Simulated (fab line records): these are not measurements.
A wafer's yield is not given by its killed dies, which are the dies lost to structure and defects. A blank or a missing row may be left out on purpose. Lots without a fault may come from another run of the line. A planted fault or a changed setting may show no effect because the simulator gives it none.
A struck lot beside a sound one | flow nand_harc | 13 out of 1302 route steps
Sound: these wafers, L411.1, L411.2, L411.4. Wafers struck: L406.1, L406.2, L406.3. At the end, the cause is stated.
Order at every step that has rows: each side's tool, ch and its chambers, its first start. Under that, the readings that differ: sound wafers | struck wafers | difference of the means | sigmas: that difference in standard deviations of wafers without a fault.
alike: words and numbers the same on both sides, and readings whose means are apart by under 2 such deviations; not compared: readings that were withheld, readings missing a value for some wafer, numbers with overlapping values and no deviation given by the record, and bounds like >300 which may hide the same value.
A row with sigmas, a row that says differs or no value, or rows on one side alone: a step with any of these is where the two part. Numbers that don't overlap but have no deviation are shown without sigmas and don't part them. Lack of a reading on every wafer of one side parts them only where that side has two or more wafers.

first, 1 step without rows for these wafers: NHARC_A_ONON_D1_DEP_19 (target thk 1000 nm).
NHARC_A_ONON_D1_THK_MEAS_21: measures by ellipsometry.
  struck on film_metro-02, day 12 17:34; sound on film_metro-01, day 15 03:56
  reading     | sound          | struck         | difference | sigmas
  thk_nm (nm) | 1018 1025 1021 | 1002 1001 1001 | -20        | -2
then NHARC_A_ONON_D1_DEP_22 (target thk 1000 nm), 1 step lacking rows for these wafers.
NHARC_A_ONON_D1_THK_MEAS_24: measures by ellipsometry.
  struck on film_metro-01, day 12 18:07; sound on film_metro-02, day 15 04:31
  alike: thk_nm
then NHARC_A_ONON_D1_DEP_25 (target thk 1000 nm), 1 step lacking rows for these wafers.
NHARC_A_ONON_D1_THK_MEAS_27: measures by ellipsometry.
  struck on film_metro-02, day 12 18:41; sound on film_metro-01, day 15 05:04
  alike: thk_nm
then NHARC_A_ONON_D1_DEP_28 (target thk 1000 nm), 1 step lacking rows for these wafers.
NHARC_A_ONON_D1_THK_MEAS_30: measures by ellipsometry.
  struck on film_metro-02, day 12 19:15; sound on film_metro-01, day 15 05:39
  alike: thk_nm
NHARC_A_ONON_D1_DEP_33: deposits SiO2, target thk 200 nm.
  sound on pecvd-04 ch 0,1, day 15 05:45; struck on pecvd-02 ch 0,1,2, day 12 19:19
  alike: chamber_pressure_Torr, heater_power_w, throttle_valve_pct
NHARC_A_ONON_D1_THK_MEAS_34: measures by ellipsometry.
  struck on film_metro-02, day 12 19:43; sound on film_metro-02, day 15 06:07
  alike: thk_nm
NHARC_A_ONON_D1_INSPECT_32:
  struck on defect_inspect-02, day 12 19:47; sound on defect_inspect-01, day 15 06:10
  alike: raw_defect_count
NHARC_A_CHANNEL_HOLE_D1_DEP_00: deposits aC, target thk 3100 nm.
  sound on acl_dep-03 ch 0, day 15 07:02; struck on acl_dep-02 ch 0, day 13 02:31
  alike: throttle_valve_pct
NHARC_A_CHANNEL_HOLE_D1_DEP_01: deposits SiON, target thk 140 nm.
  sound on pecvd-03 ch 0,1, day 15 08:56; struck on pecvd-01 ch 0,1,2, day 13 04:26
  alike: chamber_pressure_Torr, heater_power_w

== WHERE THEY PART ==
Only at NHARC_A_ONON_D1_THK_MEAS_21, as far as this record shows. Later steps at which nothing parts them and some readings are alike: NHARC_A_ONON_D1_THK_MEAS_24, NHARC_A_ONON_D1_THK_MEAS_27, NHARC_A_ONON_D1_THK_MEAS_30, NHARC_A_ONON_D1_DEP_33, NHARC_A_ONON_D1_THK_MEAS_34, NHARC_A_ONON_D1_INSPECT_32, NHARC_A_CHANNEL_HOLE_D1_DEP_00, NHARC_A_CHANNEL_HOLE_D1_DEP_01.

WHY: what had been put in by the simulator
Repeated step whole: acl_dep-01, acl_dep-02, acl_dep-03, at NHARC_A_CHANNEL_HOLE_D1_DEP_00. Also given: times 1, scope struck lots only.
